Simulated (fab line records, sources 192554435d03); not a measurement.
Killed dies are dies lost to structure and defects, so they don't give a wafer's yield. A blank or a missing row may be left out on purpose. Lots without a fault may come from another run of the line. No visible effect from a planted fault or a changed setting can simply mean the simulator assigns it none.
A lot that was struck, set against a sound lot | flow n5-finfet | 20 steps out of a route of 1938
Sound: wafers L766.1, L766.2, L766.6. Struck: wafer L760.2; the same lot's L760.1 was not struck, so it is left out; see the end for the cause.
Per side, at each step with rows, come the tool, then ch with its chambers, and then its first start. Under that, the readings that differ: sound wafers | struck wafers | difference of the means | sigmas: that difference in standard deviations of wafers without a fault.
alike: readings whose means differ by less than 2 such deviations, and words and numbers that are the same on both sides. not compared: withheld readings, readings that some wafer has no value for, bounds like >300 that may hide the same value, and numbers for which the record gives no deviation and whose values overlap.
Wherever a step has rows on one side only, a row that says differs or no value, or a row with sigmas, the two part there. Numbers that have no deviation but don't overlap get no sigmas and don't part them. Lack of a reading on every wafer of one side parts them only where that side has two or more wafers.

first, 9 steps without rows for these wafers: N5_BEOL_M2_COAT_67 (time 60 s, resist thk 60 nm); N5_BEOL_M2_COAT_68 (time 60 s, resist thk 12 nm); N5_BEOL_M2_COAT_76 (time 60 s, resist thk 5 nm); N5_BEOL_M2_COAT_22 (resist thk 30 nm); N5_BEOL_M2_EBR_24; N5_BEOL_M2_SOFTBAKE_23 (time 60 s); N5_BEOL_M2_EXPOSE_25 (exposes mask V1, defocus 5 nm); N5_BEOL_M2_PEB_26 (peb time 60 s); N5_BEOL_M2_DEVELOP_27 (develop time 30 s).
N5_BEOL_M2_CD_MEAS_28: target cd 26.2 nm, target cd y 24.1 nm.
  sound on cd-sem-01 ch 0, day 11 05:05; struck on cd-sem-01 ch 0, day 9 19:27
  alike: cd-nm
N5_BEOL_M2_OVL_MEAS_29:
  sound on overlay-02 ch 0, day 11 05:07; struck on overlay-02 ch 0, day 9 19:29
  alike: V1_OVL
N5_BEOL_M2_INSPECT_30: inspects for defects (brightfield).
  sound on defect-inspect-01 at day 11 05:10; struck on defect-inspect-02 at day 9 19:32
  reading          | sound       | struck | difference | sigmas
  raw-defect-count | 531 716 412 | 337    | -216       | -2
N5_BEOL_M2_DESCUM_33: chemistry O2, time 7 s.
  sound on rie-diel-01 ch 0,3, day 11 05:55; struck on rie-diel-02 ch 3, day 9 19:34
  reading                                      | sound    | struck | difference | sigmas
  model.CAR-EUV_of_BEOL_M2_COAT_22.thk-nm (nm) | 26 26 26 | 25     | -1         |
  alike: drypump-motor-current-A, oes-product-au, rf-vpp-V, showerhead-plenum-p-Torr, throttle-valve-pct
  not compared: rf-hours-counter-h
N5_BEOL_M2_ETCH_77: etches underlayer in N2/H2, target depth 6.5 nm, time 5.2 s.
  sound on rie-diel-01 ch 0,3, day 11 05:56; struck on rie-diel-02 ch 3, day 9 19:36
  alike: drypump-motor-current-A, etch-rf-on-time-s, oes-product-au, rf-vpp-V, showerhead-plenum-p-Torr, throttle-valve-pct
  not compared: rf-hours-counter-h
N5_BEOL_M2_ETCH_69: etches SiARC in CF4, target depth 15.6 nm, time 26 s.
  sound on rie-diel-01 ch 0,3, day 11 05:58; struck on rie-diel-02 ch 3, day 9 19:37
  reading                | sound             | struck | difference | sigmas
  throttle-valve-pct (%) | 15.73 15.41 15.41 | 15.93  | +0.41      | +2
  alike: drypump-motor-current-A, etch-rf-on-time-s, oes-product-au, rf-vpp-V, showerhead-plenum-p-Torr
  not compared: rf-hours-counter-h
N5_BEOL_M2_ALD_98: deposits SiO2, target thk 2.5 nm, pulse time 1 s, co reactant pulse time 1 s.
  sound on ald-sin-02 ch 0,3, day 11 06:02; struck on ald-sin-02 ch 1, day 9 19:42
  alike: heater-power-w, precursor-pulse-height-rel, susceptor-temp-C
N5_BEOL_M2_ETCHBACK_99: etches SiO2 in CHF3, target depth 5 nm, time 10.4 s.
  sound on rie-diel-02 ch 0,2, day 11 08:23; struck on rie-diel-05 ch 3, day 9 21:55
  reading                                      | sound          | struck | difference | sigmas
  showerhead-plenum-p-Torr (Torr)              | 2.10 2.02 2.10 | 2.27   | +0.20      | +2
  model.CAR-EUV_of_BEOL_M2_COAT_22.thk-nm (nm) | 10.2 10.2 10.2 | 9.4    | -0.8       |
  alike: drypump-motor-current-A, oes-product-au, rf-vpp-V, throttle-valve-pct
  not compared: rf-hours-counter-h
N5_BEOL_M2_ETCH_70: etches SOC in N2/H2, target depth 80 nm, overetch 24 nm, time 130 s.
  sound on rie-diel-02 ch 0,2, day 11 08:26; struck on rie-diel-05 ch 3, day 9 21:57
  reading                         | sound             | struck | difference | sigmas
  rf-vpp-V (V)                    | 521.0 520.0 521.0 | 528.5  | +7.8       | +3
  showerhead-plenum-p-Torr (Torr) | 2.44 2.41 2.44    | 2.68   | +0.25      | +2
  alike: drypump-motor-current-A, oes-product-au, throttle-valve-pct
  not compared: rf-hours-counter-h
N5_BEOL_M4_RC_MEAS_101:
  sound on prober-01 ch 0, day 12 14:44; struck on prober-02 ch 0, day 10 22:59
  reading        | sound          | struck | difference | sigmas
  DIBL_N (mV/V)  | 38.8 37.1 38.9 | 31.2   | -7.1       | -3
  DIBL_P (mV/V)  | 39.8 36.6 39.5 | 30.5   | -8.1       | -3
  IOFF_N (nA/um) | 0.22 0.16 0.20 | 0.09   | -0.10      | -2
  ION_N (uA/um)  | 695 674 690    | 649    | -37        | -2
  SS_N (mV/dec)  | 72.3 71.7 72.5 | 70.3   | -1.9       | -3
  SS_P (mV/dec)  | 74.2 73.0 74.6 | 71.9   | -2.0       | -2
  VT_N (mV)      | 243 250 247    | 261    | +14        | +3
  alike: IOFF_P, ION_P, VT_P
-- record jumps: 4 days separate the struck wafers' starts on either side; left off in module BEOL_M4, taken up again in module PASSIVATION, whose first shown step is the route's number 1936 --
N5_PASSIVATION_PROBE_49:
  sound on prober-01 at day 16 12:07; struck on prober-01 at day 15 03:35
  alike: defect-limited-yield, killed_at_M0_to_M3, killed_at_M4_up, killed-at-contacts, killed-at-front-end, killed-at-other, killed-dies, killed-open, killed-short, sort_bin_5_function, sort_bin_6_memory, sort-n-pass, sort-yield-pct

== WHERE THEY PART ==
Earliest at N5_BEOL_M2_INSPECT_30; latest, in this record, at N5_BEOL_M4_RC_MEAS_101. Later steps at which nothing parts them and some readings are alike: N5_PASSIVATION_PROBE_49.

WHY: the cause the simulator had injected
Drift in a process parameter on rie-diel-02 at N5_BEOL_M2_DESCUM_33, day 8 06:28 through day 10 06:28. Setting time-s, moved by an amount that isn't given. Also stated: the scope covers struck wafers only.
